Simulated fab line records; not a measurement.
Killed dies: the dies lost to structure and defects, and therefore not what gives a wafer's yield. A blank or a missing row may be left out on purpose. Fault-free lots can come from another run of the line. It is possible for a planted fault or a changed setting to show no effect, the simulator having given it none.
fab line records -- flow nandHarc
[record] lots = 15, wafers = 45, lastDay = 26
route steps=1159 shown A_CONTACT@955 A_BLC@982 A_M0@994
lots that met no fault: taken from a fault-free run of the same line
startH: hours from the record's opening day to when the first of the lot's shown wafers began -- waitH: hours elapsed since this lot's preceding step -- " as in the row above -- L1.1+2: a row that stands for several wafers -- - no value, or no start was given -- * or withheld: withheld -- < > ~ a bound
route shown NAME@n: names a module that has steps shown in the file, with the first one's number in the route -- usual: mean and standard deviation over wafers with no fault -- same: alike in all rows -- chamber/n: place in a boat -- sites: readings site by site -- _std_site: standard deviation of those values -- _edge_site: inner sites' mean taken away from outer sites' mean -- radiusMm: how far each site lies from the wafer's centre -- mask NAME#n: copy n -- behind: the tool/chamber that last shaped the wafer -- hold: what put the lot on hold/how long, in hours/how the hold closed -- device: transistor that didn't switch, given as n, p or np -- end of line: the same wafers' tests at the end of the route -- a step given without rows: its recipe and nothing more -- killed: at the first sort, the dies lost to defects and structure; wafer yield is something else -- map: dies across one wafer; x = killed, . = not, _ = none there
set.NAME: the setting as run; set.NAME@STEP: as run at that earlier step -- model.NAME: the simulator's own value behind a step, which no gauge read
the route's steps for a sample of lots (tables are steps, rows are wafers)
services: when a tool's chamber went out of use (startH, in hours from the record's first day, below 0 if earlier), for how many hours, and the reason
[[steps]]
[step NHARC_A_CONTACT_ETCH_110]
[recipe] targetDepthA = 500, overetchA = 50, timeS = 27.5, ionEnergyEv = 100, cf4FlowSccm = 80, o2FlowSccm = 20, arFlowSccm = 0, rfW = 300, biasW = 100, chemistry = CF4/O2
[usual] drypumpMotorCurrentA = 5.6/0.5, oesProductAu = 1.000/0.01, rfVppV = 198.0/1.7, showerheadPlenumPTorr = 1.34/0.066, throttleValvePct = 13.398/0.0095
lot.wafer,tool,chamber,startH,waitH,drypumpMotorCurrentA,oesProductAu,rfHoursCounterH,rfVppV,showerheadPlenumPTorr,throttleValvePct
L169.3,rieDiel-08,1,407.19,0.1,5.4,0.993,32,197.9,1.37,13.387
L169.4,rieDiel-08,0,407.19,0.1,5.7,1.005,37,199.8,1.44,13.412
L169.5,rieDiel-08,1,407.19,0.1,5.4,1.000,-,198.2,1.37,13.411
L170.1,rieDiel-13,2,411.68,0.1,6.2,1.003,22,195.1,1.23,13.403
L170.3,rieDiel-13,0,411.68,0.1,5.1,0.991,22,196.7,1.27,13.394
L170.6,rieDiel-13,3,411.68,0.1,5.6,0.997,-,199.0,1.39,13.400
L173.2,rieDiel-08,3,435.64,0.1,5.1,0.984,42,198.7,1.28,13.406
L173.5,rieDiel-08,2,435.64,0.1,4.8,0.995,-,197.6,1.39,13.401
L173.6,rieDiel-08,3,435.64,0.1,5.1,0.986,-,195.9,1.28,13.398
L172.1,rieDiel-11,2,439.74,0.1,6.0,0.995,26,197.0,1.31,13.409
L172.3,rieDiel-11,3,439.74,0.1,4.8,0.996,28,193.6,1.26,13.405
L172.5,rieDiel-11,1,439.74,0.1,6.4,0.994,-,197.4,1.30,13.419
L174.2,rieDiel-08,2,446.66,0.1,4.9,1.016,56,198.2,1.39,13.401
L174.1,rieDiel-08,1,446.66,0.1,5.4,1.019,50,198.5,1.36,13.401
L174.6,rieDiel-08,3,446.66,0.1,5.1,1.019,-,196.7,1.28,13.399
L186.4,rieDiel-08,2,498.82,0.1,4.9,0.994,4,198.7,1.39,13.397
L186.2,rieDiel-08,3,498.82,0.1,5.1,1.005,4,197.8,1.27,13.394
L186.3,rieDiel-08,0,498.82,0.1,5.7,0.998,3,198.2,1.43,13.398
L182.2,rieDiel-08,1,508.86,0.1,5.4,1.004,6,198.7,1.36,13.385
L182.3,rieDiel-08,3,508.86,0.1,5.1,1.006,7,195.8,1.27,13.391
L182.5,rieDiel-08,1,508.86,0.1,5.4,0.999,-,199.5,1.36,13.382
L184.2,rieDiel-13,2,516.36,0.1,6.2,1.023,10,200.5,1.44,13.387
L184.3,rieDiel-13,3,516.36,0.1,5.6,1.005,10,199.7,1.38,13.419
L184.4,rieDiel-13,0,516.36,0.1,5.1,1.006,9,197.8,1.26,13.404
L185.2,rieDiel-08,0,524.44,0.1,5.7,1.004,11,199.3,1.43,13.383
L185.1,rieDiel-08,1,524.44,0.1,5.4,0.988,12,197.3,1.36,13.400
L185.5,rieDiel-08,2,524.44,0.1,4.9,0.985,-,199.1,1.39,13.389
L190.4,rieDiel-08,0,525.85,0.1,5.7,1.008,11,200.5,1.43,13.379
L190.1,rieDiel-08,2,525.85,0.1,4.8,1.000,13,199.4,1.39,13.398
L190.5,rieDiel-08,1,525.85,0.1,5.4,1.002,-,199.4,1.36,13.412
L189.1,rieDiel-13,1,527.42,0.1,6.0,0.988,12,196.3,1.35,13.402
L189.2,rieDiel-13,2,527.42,0.1,6.2,1.005,13,201.6,1.44,13.406
L189.3,rieDiel-13,3,527.42,0.1,5.6,0.992,13,198.1,1.38,13.420
L188.3,rieDiel-13,2,528.54,0.1,6.2,1.015,13,200.1,1.44,13.402
L188.4,rieDiel-13,2,528.54,0.1,6.2,1.011,-,199.8,1.44,13.406
L188.6,rieDiel-13,3,528.54,0.1,5.6,0.990,-,198.2,1.38,13.392
L181.1,rieDiel-11,3,532.71,0.1,4.8,0.989,65,195.8,1.25,13.407
L181.2,rieDiel-11,0,532.71,0.1,5.9,0.999,65,195.6,1.23,13.410
L181.6,rieDiel-11,1,532.71,0.1,6.4,0.990,-,194.9,1.29,13.398
L191.2,rieDiel-08,3,541.59,0.1,5.1,1.002,19,197.2,1.27,13.401
L191.4,rieDiel-08,0,541.59,0.1,5.7,0.997,17,200.5,1.43,13.410
L191.1,rieDiel-08,1,541.59,0.1,5.4,0.994,18,198.3,1.35,13.385
L192.2,rieDiel-13,3,544.43,0.1,5.6,1.003,17,199.3,1.38,13.388
L192.3,rieDiel-13,0,544.43,0.1,5.1,1.019,15,195.8,1.26,13.381
L192.5,rieDiel-13,2,544.43,0.1,6.2,1.027,-,200.9,1.44,13.399
[step NHARC_A_CONTACT_CMP_20]
[recipe] tOverpolishS = 30, targetThkNm = 300
[usual] motorCurrentA = 12.5/1.5, overpolishRunS = 29.999/0.01, timeToEndpointS = 59.0/2.7
lot.wafer,tool,chamber,startH,waitH,motorCurrentA,overpolishRunS,timeToEndpointS
L169.3,cmp-02,2,410.76,0.5,12.7,29.984,57.0
L169.4,cmp-02,3,410.76,0.5,9.6,29.987,53.9
L169.5,cmp-02,0,410.76,0.5,14.5,30.016,51.9
L170.1,cmp-02,3,413.90,0.8,9.0,30.004,55.9
L170.3,cmp-02,0,413.90,0.8,13.6,29.999,55.4
L170.6,cmp-02,0,413.90,0.8,14.9,30.010,54.3
L173.2,cmp-04,0,442.38,0.8,12.2,29.994,61.8
L173.5,cmp-04,2,442.38,0.8,11.8,29.999,62.0
L173.6,cmp-04,3,442.38,0.8,14.0,30.006,57.3
L172.1,cmp-01,0,442.41,0.7,12.4,29.998,64.7
L172.3,cmp-01,1,442.41,0.7,11.8,30.000,60.1
L172.5,cmp-01,3,442.41,0.7,11.5,29.982,65.2
L174.2,cmp-01,2,448.44,0.6,14.5,30.014,62.2
L174.1,cmp-01,1,448.44,0.6,12.4,30.006,59.9
L174.6,cmp-01,3,448.44,0.6,12.4,29.993,59.0
L186.4,cmp-02,3,510.73,0.4,10.0,30.002,58.0
L186.3,cmp-02,0,510.73,0.4,14.1,29.994,54.9
L186.2,cmp-02,2,510.73,0.4,12.0,29.993,59.3
L182.2,cmp-01,0,515.43,0.7,12.5,29.983,61.2
L182.3,cmp-01,1,515.43,0.7,12.2,29.992,56.1
L182.5,cmp-01,3,515.43,0.7,11.3,30.002,58.2
L184.2,cmp-02,0,522.82,0.8,14.9,30.000,48.7
L184.4,cmp-02,1,522.82,0.8,13.4,30.004,57.4
L184.3,cmp-02,2,522.82,0.8,12.0,30.009,55.2
L185.1,cmp-02,2,536.38,0.8,12.0,29.991,58.9
L185.2,cmp-02,3,536.38,0.8,9.5,30.010,61.3
L185.5,cmp-02,1,536.38,0.8,12.9,30.009,61.1
L190.4,cmp-02,0,537.09,0.5,14.3,29.992,57.9
L190.1,cmp-02,3,537.09,0.5,10.3,29.980,59.1
L190.5,cmp-02,1,537.09,0.5,13.7,30.007,61.8
L189.2,cmp-01,3,537.17,0.8,11.9,29.980,60.3
L189.1,cmp-01,1,537.17,0.8,12.6,29.971,58.6
L189.3,cmp-01,2,537.17,0.8,14.5,30.005,61.6
L188.4,cmp-02,3,538.44,0.4,9.6,30.011,58.6
L188.3,cmp-02,0,538.44,0.4,14.7,29.992,57.9
L188.6,cmp-02,2,538.44,0.4,11.8,30.010,55.8
L181.1,cmp-04,3,543.22,0.7,14.4,29.988,58.1
L181.2,cmp-04,1,543.22,0.7,11.5,29.992,61.2
L181.6,cmp-04,3,543.22,0.7,13.5,30.017,59.5
L191.4,cmp-01,2,550.98,0.4,14.4,29.990,63.2
L191.1,cmp-01,3,550.98,0.4,11.4,30.009,62.2
L191.2,cmp-01,0,550.98,0.4,13.2,30.006,61.2
L192.3,cmp-02,2,551.77,0.6,12.2,30.001,59.8
L192.2,cmp-02,3,551.77,0.6,9.2,29.994,57.6
L192.5,cmp-02,0,551.77,0.6,14.2,30.001,57.1
[step NHARC_A_BLC_STRIP_29]
[recipe] cf4FlowSccm = 150, arFlowSccm = 0, biasW = 0, chemistry = CF4
[usual] drypumpMotorCurrentA = 5.7/0.36, oesProductAu = 1.005/0.01, rfVppV = 59.4/0.84, showerheadPlenumPTorr = 1.77/0.089, throttleValvePct = 13.284/0.0097
lot.wafer,tool,chamber,startH,waitH,drypumpMotorCurrentA,oesProductAu,rfHoursCounterH,rfVppV,showerheadPlenumPTorr,throttleValvePct
L169.3,rieDiel-02,2,412.74,0.1,5.4,1.001,7,58.3,1.74,13.278
L169.4,rieDiel-02,3,412.74,0.1,6.2,1.015,7,58.7,1.65,13.291
L169.5,rieDiel-02,2,412.74,0.1,5.4,0.996,-,59.1,1.74,13.295
L170.1,rieDiel-04,3,416.05,0.1,6.2,1.014,10,60.0,1.74,13.293
L170.3,rieDiel-04,1,416.05,0.1,5.2,0.993,10,59.7,1.87,13.301
L170.6,rieDiel-04,3,416.05,0.1,6.2,1.013,-,58.5,1.74,13.289
L173.2,rieDiel-04,1,444.35,0.1,5.2,1.001,13,60.4,1.87,13.281
L173.6,rieDiel-04,1,444.35,0.1,5.2,1.007,-,60.2,1.87,13.288
L173.5,rieDiel-04,2,444.35,0.1,5.8,0.989,-,58.2,1.89,13.276
L172.3,rieDiel-02,2,444.53,0.1,5.4,0.994,11,59.7,1.74,13.294
L172.1,rieDiel-02,0,444.53,0.1,5.5,1.000,12,59.0,1.79,13.296
L172.5,rieDiel-02,1,444.53,0.1,6.1,1.001,-,59.6,1.67,13.286
L174.1,rieDiel-02,0,450.61,0.1,5.5,0.999,13,59.3,1.79,13.285
L174.2,rieDiel-02,2,450.61,0.1,5.4,1.009,11,59.6,1.74,13.283
L174.6,rieDiel-02,0,450.61,0.1,5.5,0.993,-,58.9,1.79,13.292
L186.3,rieDiel-04,1,512.89,0.1,5.2,0.993,4,59.1,1.86,13.275
L186.2,rieDiel-04,2,512.89,0.1,5.8,1.009,4,62.1,1.89,13.286
L186.4,rieDiel-04,3,512.89,0.1,6.2,1.003,4,59.5,1.74,13.295
L182.3,rieDiel-02,1,517.51,0.1,6.1,1.005,0,58.6,1.66,13.288
L182.2,rieDiel-02,3,517.51,0.1,6.2,1.011,0,59.1,1.65,13.288
L182.5,rieDiel-02,1,517.51,0.1,6.1,0.994,-,58.5,1.66,13.286
L184.4,rieDiel-04,2,524.94,0.1,5.8,1.005,5,59.2,1.89,13.282
L184.2,rieDiel-04,3,524.94,0.1,6.2,1.016,5,60.1,1.74,13.292
L184.3,rieDiel-04,0,524.94,0.1,5.7,1.011,5,59.3,1.88,13.296
L185.1,rieDiel-04,3,538.50,0.1,6.2,1.016,6,58.9,1.74,13.278
L185.2,rieDiel-04,0,538.50,0.1,5.7,1.020,6,60.5,1.88,13.285
L185.5,rieDiel-04,2,538.50,0.1,5.8,1.006,-,59.5,1.89,13.296
L190.4,rieDiel-04,1,539.43,0.1,5.2,1.011,7,59.8,1.86,13.283
L190.1,rieDiel-04,3,539.43,0.1,6.2,1.008,7,58.1,1.74,13.299
L190.5,rieDiel-04,1,539.43,0.1,5.2,1.001,-,60.9,1.86,13.276
L189.2,rieDiel-12,3,539.43,0.1,6.1,1.005,48,61.8,1.82,13.290
L189.3,rieDiel-12,1,539.43,0.1,6.0,1.001,66,58.3,1.83,13.265
L189.1,rieDiel-12,2,539.43,0.1,5.2,1.024,64,59.3,1.63,13.295
L188.4,rieDiel-02,2,540.57,0.1,5.4,0.980,2,60.1,1.73,13.289
L188.3,rieDiel-02,3,540.57,0.1,6.2,1.007,2,58.5,1.65,13.283
L188.6,rieDiel-02,3,540.57,0.1,6.2,1.016,-,59.5,1.65,13.266
L181.2,rieDiel-02,0,545.35,0.1,5.5,0.995,2,60.6,1.78,13.279
L181.1,rieDiel-02,3,545.35,0.1,6.1,1.000,2,59.8,1.65,13.285
L181.6,rieDiel-02,1,545.35,0.1,6.1,0.991,-,59.9,1.66,13.291
L191.4,rieDiel-02,3,552.99,0.1,6.1,1.004,3,59.7,1.64,13.275
L191.2,rieDiel-02,1,552.99,0.1,6.1,0.999,4,59.6,1.66,13.277
L191.1,rieDiel-02,2,552.99,0.1,5.3,0.982,4,58.8,1.73,13.276
L192.3,rieDiel-04,2,553.93,0.1,5.8,1.012,8,59.2,1.89,13.295
L192.2,rieDiel-04,0,553.93,0.1,5.7,1.007,9,60.3,1.88,13.287
L192.5,rieDiel-04,3,553.93,0.1,6.2,1.018,-,60.5,1.74,13.282
[step NHARC_A_M0_DEP_00]
[recipe] targetThkA = 1500, targetThkNm = 150, tempC = withheld, pressureTorr = 5, flowSccm = 200, rfW = 600, material = SiOC
[usual] chamberPressureTorr = 5.001/0.01, rfFwdPowerW = 598.9/1.8
lot.wafer,tool,chamber,startH,waitH,chamberPressureTorr,rfFwdPowerW
L169.3,pecvd-03,2,416.54,0.1,5.013,598.0
L169.4,pecvd-03,2,416.54,0.1,4.986,600.8
L169.5,pecvd-03,1,416.54,0.1,5.010,603.9
L170.1,pecvd-03,2,422.42,0.3,4.997,601.4
L170.3,pecvd-03,0,422.42,0.3,4.997,597.3
L170.6,pecvd-03,2,422.42,0.3,5.002,603.3
L173.2,pecvd-04,0,446.32,0.1,4.988,601.7
L173.6,pecvd-04,0,446.32,0.1,4.994,600.2
L173.5,pecvd-04,2,446.32,0.1,4.991,598.4
L172.1,pecvd-04,1,447.14,0.2,4.995,601.4
L172.3,pecvd-04,2,447.14,0.2,4.996,595.2
L172.5,pecvd-04,0,447.14,0.2,4.994,597.4
L174.1,pecvd-03,2,453.11,0.1,4.995,599.5
L174.2,pecvd-03,1,453.11,0.1,5.013,599.7
L174.6,pecvd-03,2,453.11,0.1,4.998,597.0
L186.3,pecvd-01,2,522.36,0.5,5.007,598.3
L186.2,pecvd-01,0,522.36,0.5,5.014,596.8
L186.4,pecvd-01,1,522.36,0.5,4.995,602.4
L182.3,pecvd-01,0,526.63,0.2,4.985,601.0
L182.2,pecvd-01,2,526.63,0.2,4.999,598.5
L182.5,pecvd-01,0,526.63,0.2,4.989,602.9
L184.2,pecvd-03,1,536.88,0.1,-,-
L184.4,pecvd-03,1,536.88,0.1,-,-
L184.3,pecvd-03,2,536.88,0.1,-,-
L185.2,pecvd-03,2,544.05,0.1,-,-
L185.1,pecvd-03,1,544.05,0.1,-,-
L185.5,pecvd-03,1,544.05,0.1,-,-
L190.1,pecvd-01,1,544.49,0.1,5.005,598.6
L190.4,pecvd-01,2,544.49,0.1,4.993,595.9
L190.5,pecvd-01,0,544.49,0.1,4.994,598.2
L189.2,pecvd-03,1,544.96,0.1,5.029,599.6
L189.1,pecvd-03,2,544.96,0.1,4.998,598.0
L189.3,pecvd-03,1,544.96,0.1,5.019,600.0
L188.4,pecvd-03,1,550.78,0.2,4.998,595.5
L188.3,pecvd-03,2,550.78,0.2,5.014,597.9
L188.6,pecvd-03,2,550.78,0.2,5.012,598.0
L181.2,pecvd-01,2,558.16,0.1,-,-
L181.1,pecvd-01,1,558.16,0.1,-,-
L181.6,pecvd-01,0,558.16,0.1,-,-
L191.1,pecvd-03,2,560.46,0.1,5.008,596.5
L191.2,pecvd-03,1,560.46,0.1,4.986,597.7
L191.4,pecvd-03,2,560.46,0.1,5.004,596.6
L192.3,pecvd-01,2,560.89,0.1,5.006,599.8
L192.2,pecvd-01,0,560.89,0.1,5.008,599.2
L192.5,pecvd-01,2,560.89,0.1,4.997,599.2
[[services]]
tool,chamber,startH,hours,kind
pecvd-04,1,398.06,3.3,repair
cmp-04,-,400.87,4.0,pm
pecvd-04,2,413.70,3.5,repair
rieDiel-04,2,417.78,2.6,repair
pecvd-01,-,418.55,13.0,pm
rieDiel-04,2,428.72,7.5,repair
rieDiel-02,3,431.82,3.5,repair
cmp-01,-,432.06,0.3,repair
cmp-02,-,434.82,8.3,repair
cmp-02,-,443.14,4.0,pm
rieDiel-13,-,453.08,9.0,pm
rieDiel-04,-,466.07,9.0,pm
pecvd-03,-,473.51,13.0,pm
cmp-01,-,473.53,4.0,pm
rieDiel-08,-,480.12,9.0,pm
rieDiel-11,1,492.62,4.0,repair
cmp-01,-,497.91,2.0,repair
pecvd-03,1,503.92,4.8,repair
rieDiel-02,-,505.34,9.0,pm
pecvd-03,-,512.68,2.2,repair
cmp-01,-,514.21,0.5,repair
rieDiel-13,0,526.94,4.7,repair
cmp-02,-,541.14,4.0,pm
pecvd-03,-,545.86,2.0,repair
[[key]]
[firstSign] step = NHARC_A_M0_DEP_00, reading = toolRecord, direction = missing
effect none on later readings
metAt NHARC_A_M0_DEP_00
struckLots L181,L184,L185
laterRowsLeftOut L181.1,L181.2,L181.6,L184.2,L184.3,L184.4,L185.1,L185.2,L185.5
sortLeftOut L181.1,L181.2,L181.6,L184.2,L184.3,L184.4,L185.1,L185.2,L185.5
notActingAt NHARC_A_CONTACT_ETCH_110,NHARC_A_CONTACT_CMP_20,NHARC_A_BLC_STRIP_29
onsetBetween 526.63 536.88
[fault] kind = skippedStepWhole, tool = pecvd-01,pecvd-03, chamber = -, onsetH = 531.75, steps = NHARC_A_M0_DEP_00, scope = struckLotsOnly
// sortLeftOut: the simulated sort isn't trusted on such a fault, so these wafers' sort isn't shown, and their yield isn't known
// laterRowsLeftOut: the simulator's readings of these wafers behind a module that went badly wrong aren't trusted and aren't shown, but for the sort
